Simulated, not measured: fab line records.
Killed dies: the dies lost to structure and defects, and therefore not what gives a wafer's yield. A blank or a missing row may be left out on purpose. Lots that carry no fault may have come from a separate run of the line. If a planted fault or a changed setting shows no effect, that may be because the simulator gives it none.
The tool behind it: which one? :: flow n5 finfet :: 36 wafers sampled from 12 lots at 1 step of a route of 1938

== WHAT EACH GAUGE READ, for each wafer ==
N5_BEOL_M13_CD_MEAS_28: the cd target is 209.5 nm.
lot: L075
measured: day 11 05:25
on: cd sem-02
cd nm (nm): 209.3 210.0 211.1

lot: L076
measured: day 11 20:58
on: cd sem-01
cd nm (nm): 209.0 210.3 210.3

lot: L079
measured: day 12 02:35
on: cd sem-03
cd nm (nm): 207.3 208.2 208.1

lot: L081
measured: day 12 15:08
on: cd sem-02
cd nm (nm): 209.2 209.9 209.0

lot: L082
measured: day 12 19:08
on: cd sem-03
cd nm (nm): 208.2 208.5 209.2

lot: L085
measured: day 13 20:07
on: cd sem-03
cd nm (nm): 210.3 211.5 209.7

lot: L087
measured: day 14 02:30
on: cd sem-03
cd nm (nm): 209.5 209.9 208.1

lot: L090
measured: day 14 15:55
on: cd sem-02
cd nm (nm): 209.7 209.6 210.0

lot: L093
measured: day 15 04:56
on: cd sem-01
cd nm (nm): 210.0 210.5 209.0

lot: L094
measured: day 15 20:33
on: cd sem-02
cd nm (nm): 211.5 211.3 210.1

lot: L095
measured: day 15 21:43
on: cd sem-02
cd nm (nm): 209.3 209.0 209.1

lot: L097
measured: day 17 03:47
on: cd sem-01
cd nm (nm): 210.9 210.7 209.6

== TOOL THAT RAN EACH LOT (tool first, then ch and the chambers of the sampled wafers, then the start) ==
No process step before these readings appears in the record.

== THE ANSWER, worked out from the rows above alone ==
Rule: what is usual is taken from the lots themselves. Put in order of their means at a reading, lots are off if they are a third of the lots or fewer, leave a main group of 4 or more, and stand apart from it by a gap of 3 or more times the standard deviation of the main group's means; of several such gaps the widest counts. A main group whose means are all the same, to the digits that the tables above print for the reading, isn't used. Also off: a lot with no number at a reading for which 4 or more lots have one. Any other lot the step has rows for is counted as sound.
Across all readings shown, no lot is off: no conclusion can be drawn from this.

== WHAT THE SIMULATOR PUT IN ==
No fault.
